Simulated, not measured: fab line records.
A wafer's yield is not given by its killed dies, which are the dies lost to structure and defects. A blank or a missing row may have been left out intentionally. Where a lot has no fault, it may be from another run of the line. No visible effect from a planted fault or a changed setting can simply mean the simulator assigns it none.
Matching of chambers | flow n5Finfet | N5_SD_EPI_N_DESCUM_14 on rieDiel-05: 4 sister chambers
The step chemistry O2, time 7.9 s. 20 wafers are shown with their chamber, then 10 later ones without.

## WAFERS, EACH WITH ITS CHAMBER
wafer  | chamber | drypumpMotorCurrentA (A) | showerheadPlenumPTorr (Torr) | throttleValvePct (%)
L075.2 | 0       | 6.3                      | 2.15                         | 20.69
L075.4 | 3       | 6.6                      | 2.19                         | 20.53
L075.5 | 3       | 6.6                      | 2.19                         | 20.53
L076.4 | 0       | 6.3                      | 2.15                         | 20.69
L076.5 | 2       | 5.7                      | 2.17                         | 20.74
L076.6 | 3       | 6.6                      | 2.19                         | 20.52
L077.1 | 1       | 5.4                      | 1.99                         | 20.49
L077.4 | 0       | 6.3                      | 2.15                         | 20.68
L077.6 | 3       | 6.6                      | 2.19                         | 20.52
L080.3 | 3       | 6.5                      | 2.19                         | 20.52
L080.4 | 0       | 6.3                      | 2.15                         | 20.70
L080.5 | 2       | 5.8                      | 2.16                         | 20.72
L083.2 | 0       | 6.3                      | 2.14                         | 20.72
L083.3 | 1       | 5.4                      | 1.98                         | 20.51
L083.4 | 3       | 6.5                      | 2.18                         | 20.56
L087.2 | 2       | 5.7                      | 2.16                         | 20.76
L087.4 | 2       | 5.8                      | 2.16                         | 20.76
L087.6 | 2       | 5.7                      | 2.16                         | 20.77
L092.1 | 2       | 5.8                      | 2.15                         | 20.78
L092.2 | 3       | 6.6                      | 2.18                         | 20.59

SIGNATURES, as means of the wafers listed above
reading               | chamber 0 | chamber 1 | chamber 2 | chamber 3 | scatter within a chamber
drypumpMotorCurrentA  | 6.300     | 5.400     | 5.750     | 6.571     | 0.0428
showerheadPlenumPTorr | 2.1480    | 1.9850    | 2.1600    | 2.1871    | 0.00544
throttleValvePct      | 20.6960   | 20.5000   | 20.7550   | 20.5386   | 0.022
Rule: a wafer's distance from a chamber is the root of the sum, over the readings, of the square of ((its reading less the chamber's mean) divided by the reading's scatter). The wafer belongs to the nearest chamber; if the next one is less than 2 further off, it can't be placed. The scatter: take each reading less its chamber's mean, square it, sum over the shown wafers, divide by the number of wafers less the number of chambers, and take the root.

## WAFERS WHOSE CHAMBER IS MISSING
wafer  | drypumpMotorCurrentA (A) | showerheadPlenumPTorr (Torr) | throttleValvePct (%)
L092.5 | 5.4                      | 1.98                         | 20.53
L093.1 | 6.6                      | 2.17                         | 20.58
L093.4 | 6.3                      | 2.14                         | 20.35
L093.5 | 6.6                      | 2.17                         | 20.58
L094.1 | 6.6                      | 2.17                         | 20.58
L094.5 | 6.3                      | 2.14                         | 20.36
L094.6 | 6.6                      | 2.17                         | 20.58
L096.3 | 5.7                      | 2.15                         | 20.79
L096.4 | 5.4                      | 2.24                         | 20.16
L096.6 | 6.7                      | 2.17                         | 20.59

## CHAMBER TAKEN BY EACH
wafer  | from the rows above     | in truth
L092.5 | 1                       | 1
L093.1 | 3                       | 3
L093.4 | 3                       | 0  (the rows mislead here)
L093.5 | 3                       | 3
L094.1 | 3                       | 3
L094.5 | can't be placed: 3 or 0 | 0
L094.6 | 3                       | 3
L096.3 | 2                       | 2
L096.4 | can't be placed: 2 or 3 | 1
L096.6 | 3                       | 3
7 of 10 placed correctly. Cannot be placed on the basis of these rows: 2; the candidates contain the true chamber in 1. Number placed wrongly: 1.
